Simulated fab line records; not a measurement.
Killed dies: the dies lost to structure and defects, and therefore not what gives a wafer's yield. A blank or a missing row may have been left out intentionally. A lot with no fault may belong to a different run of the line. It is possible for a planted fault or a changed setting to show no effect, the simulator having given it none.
Struck lot and sound lot, side by side | flow nand harc | 40 steps out of a route of 1159
Sound: wafers L824.2, L824.3, L824.5. The struck wafers were L830.3, L830.4, L830.5. The cause is given at the end.
For every step that has rows: the tool of each side, followed by ch and its chambers, followed by its first start. Under that, the readings that differ: sound wafers | struck wafers | difference of the means | sigmas: that difference in standard deviations of wafers without a fault.
alike: readings whose means differ by less than 2 such deviations, and words and numbers that are the same on both sides. not compared: withheld readings, readings that some wafer has no value for, bounds like >300 that may hide the same value, and numbers for which the record gives no deviation and whose values overlap.
The two part at a step that has a row with sigmas, a row that says differs or no value, or rows on one side only. Numbers that have no deviation but don't overlap get no sigmas and don't part them. A reading that every wafer of one side lacks parts them only if that side has two wafers or more.

NHARC_A_CONTACT_CD_MEAS_08: the cd target is 100 nm.
  sound on cd sem-01 ch 0, day 19 00:49; struck on cd sem-02 ch 0, day 21 08:17
  alike: cd nm
NHARC_A_CONTACT_OVL_MEAS_09:
  sound on overlay-01, day 19 00:54; struck on overlay-01, day 21 08:22
  alike: overlay x nm, overlay y nm
NHARC_A_CONTACT_INSPECT_10:
  sound on defect inspect-02, day 19 00:56; struck on defect inspect-01, day 21 08:24
  reading          | sound    | struck   | difference | sigmas
  raw defect count | 18 25 29 | 45 46 63 | +27        | +3
then, 2 steps without rows for these wafers: NHARC_A_CONTACT_DESCUM_13 (chemistry O2, time 3 s); NHARC_A_CONTACT_ETCH_88 (etches the open film in CF4, target depth 39 nm, time 65 s).
NHARC_A_CONTACT_ETCH_89: etches the open film in N2/H2, target depth 260 nm, time 475.3 s.
  sound: rie diel-02 ch 0,2; struck: rie diel-08 ch 0,2,3
  alike: drypump motor current A, oes product au, rf vpp V, showerhead plenum p Torr, throttle valve pct
  not compared: rf hours counter h
then, 4 steps without rows for these wafers: NHARC_A_CONTACT_ETCH_30 (etches the open film in CF4/CHF3, target depth 60.5 nm, time 30.2 s); NHARC_A_CONTACT_ETCH_31 (etches the open film in O2/COS, target depth 2000 nm, time 520 s); NHARC_A_CONTACT_ETCH_134 (etches the open film in C4F8/O2/Ar, time 140 s, target depth 700 nm); NHARC_A_CONTACT_ETCH_135 (etches the open film in C4F8/O2/Ar, time 132 s, target depth 1287 nm).
NHARC_A_CONTACT_ETCH_136: etches the open film in C4F8/O2/Ar, time 132 s, target depth 1287 nm.
  sound on har cap etch-02 ch 0,1, day 19 02:23; struck on har cap etch-02 ch 0,1, day 21 09:49
  not compared: rf hours counter h
then, 1 step without rows for these wafers: NHARC_A_CONTACT_ETCH_137 (etches the open film in C4F8/O2/Ar, time 132 s, target depth 1287 nm).
NHARC_A_CONTACT_ETCH_138: etches the open film in C4F8/O2/Ar, time 132 s, target depth 1289 nm.
  sound on har cap etch-02 ch 0,1, day 19 02:38; struck on har cap etch-02 ch 0,1, day 21 10:04
  not compared: rf hours counter h
NHARC_A_CONTACT_ETCH_139: etches the open film in C4F8/O2/Ar, time 137 s, target depth 590 nm.
  sound on har cap etch-02 ch 0,1, day 19 02:45; struck on har cap etch-02 ch 0,1, day 21 10:13
  not compared: rf hours counter h
then, 2 steps without rows for these wafers: NHARC_A_CONTACT_ETCH_92 (etches the open film in CH3F/O2, target depth 40 nm, time 85.7 s); NHARC_A_CONTACT_ETCH_98 (etches the open film in C4F6/O2, target depth 20 nm, time 10 s).
NHARC_A_CONTACT_CD_MEAS_15:
  sound on cd sem-01, day 19 03:27; struck on cd sem-01, day 21 10:46
  alike: cd nm
then, 7 steps without rows for these wafers: NHARC_A_CONTACT_STRIP_107 (strips in N2/H2); NHARC_A_CONTACT_STRIP_108 (strips in CF4/CHF3); NHARC_A_CONTACT_STRIP_109 (strips in O2/COS); NHARC_A_CONTACT_ETCH_110 (etches the open film in CF4/O2, target depth 50 nm, overetch 5 nm, time 27.5 s); NHARC_A_CONTACT_STRIP_26 (strips in O2); NHARC_A_CONTACT_STRIP_27 (strips in post etch residue remover, time 600 s); NHARC_A_CONTACT_ALD_18 (deposits TiN, target thk 3 nm, pulse time 1 s, ald cycles 150).
NHARC_A_CONTACT_CVD_19: deposits W, target thk 300 nm, time 802 s.
  sound: cvd w-02 ch 0,1; struck: cvd w-02 ch 0,1
  alike: heater power w, throttle valve pct
  not compared: since wet clean h
NHARC_A_CONTACT_CMP_20: polishes, t overpolish 30 s, target thk 300 nm.
  sound on cmp-02 ch 2,3, day 19 11:16; struck on cmp-01 ch 0,3, day 21 14:14
  alike: motor current A, overpolish run s, time to endpoint s
then, 11 steps without rows for these wafers: NHARC_A_CONTACT_SRD_22; NHARC_A_BLC_DEHYDRATE_00 (time 120 s); NHARC_A_BLC_HMDS_01 (time 30 s); NHARC_A_BLC_COAT_02 (time 75 s); NHARC_A_BLC_COAT_03 (time 65 s); NHARC_A_BLC_COAT_04 (resist thk 90 nm); NHARC_A_BLC_SOFTBAKE_05 (time 55 s); NHARC_A_BLC_EBR_06; NHARC_A_BLC_EXPOSE_07 (exposes mask A BLC, target cd 100 nm); NHARC_A_BLC_PEB_08 (peb time 65 s); NHARC_A_BLC_DEVELOP_09 (develop time 35 s).
NHARC_A_BLC_CD_MEAS_10: the cd target is 100 nm.
  sound on cd sem-02 ch 0, day 19 12:11; struck on cd sem-02 ch 0, day 21 15:01
  alike: cd nm
NHARC_A_BLC_OVL_MEAS_11:
  sound on overlay-01, day 19 12:16; struck on overlay-01, day 21 15:06
  alike: overlay x nm, overlay y nm
-- break in the record here, with 2 days between the starts of the struck wafers on either side (left off in module A_BLC, picked up again in module END, where the first step shown is number 1159 on the route) --
NHARC_END_SORT_01:
  sound on prober-01 ch 0, day 21 21:31; struck on prober-01 ch 0, day 23 22:44
  reading         | sound    | struck      | difference | sigmas
  killed at array | 18 24 23 | 97 132 123  | +96        | +11
  killed dies     | 21 27 27 | 105 135 128 | +98        | +11
  alike: killed at other, killed at periphery, killed open, killed short

== WHERE THEY PART ==
Last at NHARC_END_SORT_01 as far as this record goes, first at NHARC_A_CONTACT_INSPECT_10.

WHY: what had been put in by the simulator
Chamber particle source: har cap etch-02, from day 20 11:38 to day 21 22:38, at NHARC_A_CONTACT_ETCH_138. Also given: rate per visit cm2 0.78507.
